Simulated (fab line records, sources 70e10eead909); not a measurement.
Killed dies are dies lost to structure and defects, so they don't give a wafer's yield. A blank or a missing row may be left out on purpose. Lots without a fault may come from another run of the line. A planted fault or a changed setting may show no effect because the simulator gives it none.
Which tool did it? | flow nand_harc | 6 lots, 16 wafers sampled, at 5 steps of a route of 1302

WHAT THE GAUGES READ, wafer by wafer
NHARC_P_GATE_INSPECT_68.
lot  | measured     | on                | raw_defect_count
L605 | day 6 13:01  | defect_inspect-01 | 172 226 162
L608 | day 7 21:47  | defect_inspect-01 | 182 174 133
L611 | day 9 08:13  | defect_inspect-01 | 270 327 244
L613 | day 9 23:17  | defect_inspect-01 | 215 114 207
L615 | day 10 17:51 | defect_inspect-01 | 1003 1002
L626 | day 15 07:07 | defect_inspect-01 | 124 186 117

WHICH TOOL RAN EACH LOT (tool, then ch and the chambers of the sampled wafers, then the start)
lot  | NHARC_P_GATE_STRIP_111               | NHARC_P_GATE_DESCUM_61             | NHARC_P_GATE_DEGAS_109       | NHARC_P_GATE_SPUTTER_79
L605 | plasma_asher-01 ch 1, day 6 07:00    | rie_diel-05 ch 1,2,3, day 6 08:24  | pvd_sputter-01, day 6 12:04  | pvd_sputter-01, day 6 12:15
L608 | plasma_asher-02 ch 0,1, day 7 15:20  | rie_diel-05 ch 0,3, day 7 16:38    | pvd_sputter-01, day 7 20:42  | pvd_sputter-01, day 7 21:02
L611 | plasma_asher-02 ch 0,1, day 9 02:10  | rie_diel-10 ch 0,1,3, day 9 03:35  | pvd_sputter-01, day 9 07:16  | pvd_sputter-01, day 9 07:26
L613 | plasma_asher-01 ch 0,1, day 9 17:08  | rie_diel-07 ch 0,2, day 9 18:31    | pvd_sputter-02, day 9 22:16  | pvd_sputter-02, day 9 22:27
L615 | plasma_asher-01 ch 0, day 10 11:52   | rie_diel-07 ch 3, day 10 13:04     | pvd_sputter-02, day 10 16:52 | pvd_sputter-02, day 10 17:02
L626 | plasma_asher-02 ch 0,1, day 15 01:17 | rie_diel-07 ch 0,1,3, day 15 02:29 | pvd_sputter-03, day 15 06:10 | pvd_sputter-03, day 15 06:20
- NHARC_P_GATE_STRIP_111: strips in N2/H2, time 250 s.
- NHARC_P_GATE_DESCUM_61: chemistry O2, time 3 s.
- NHARC_P_GATE_DEGAS_109: time 60 s.
- NHARC_P_GATE_SPUTTER_79: material TiN, target thk 10 nm.

THE ANSWER, worked out from the rows above alone
Rule: what is usual is taken from the lots themselves. Put in order of their means at a reading, lots are off if they are a third of the lots or fewer, leave a main group of 4 or more, and stand apart from it by a gap of 3 or more times the standard deviation of the main group's means; of several such gaps the widest counts. A main group whose means are all the same, to the digits that the tables above print for the reading, isn't used. A lot without any number at a reading at which 4 lots or more have one is off too. The other lots that the step has rows for count as sound.
Off: L615, at NHARC_P_GATE_INSPECT_68 (raw_defect_count). The main group: mean 190, standard deviation 48.
A tool fits if, at a process step before that reading, it ran every lot that is off, and no sound lot after the first of them. The gauges at NHARC_P_GATE_INSPECT_68 are tried like those tools. Can't be told from this: 2 tools fit, plasma_asher-01 at NHARC_P_GATE_STRIP_111, pvd_sputter-02 at NHARC_P_GATE_DEGAS_109 and NHARC_P_GATE_SPUTTER_79.

WHAT THE SIMULATOR HAD PUT IN
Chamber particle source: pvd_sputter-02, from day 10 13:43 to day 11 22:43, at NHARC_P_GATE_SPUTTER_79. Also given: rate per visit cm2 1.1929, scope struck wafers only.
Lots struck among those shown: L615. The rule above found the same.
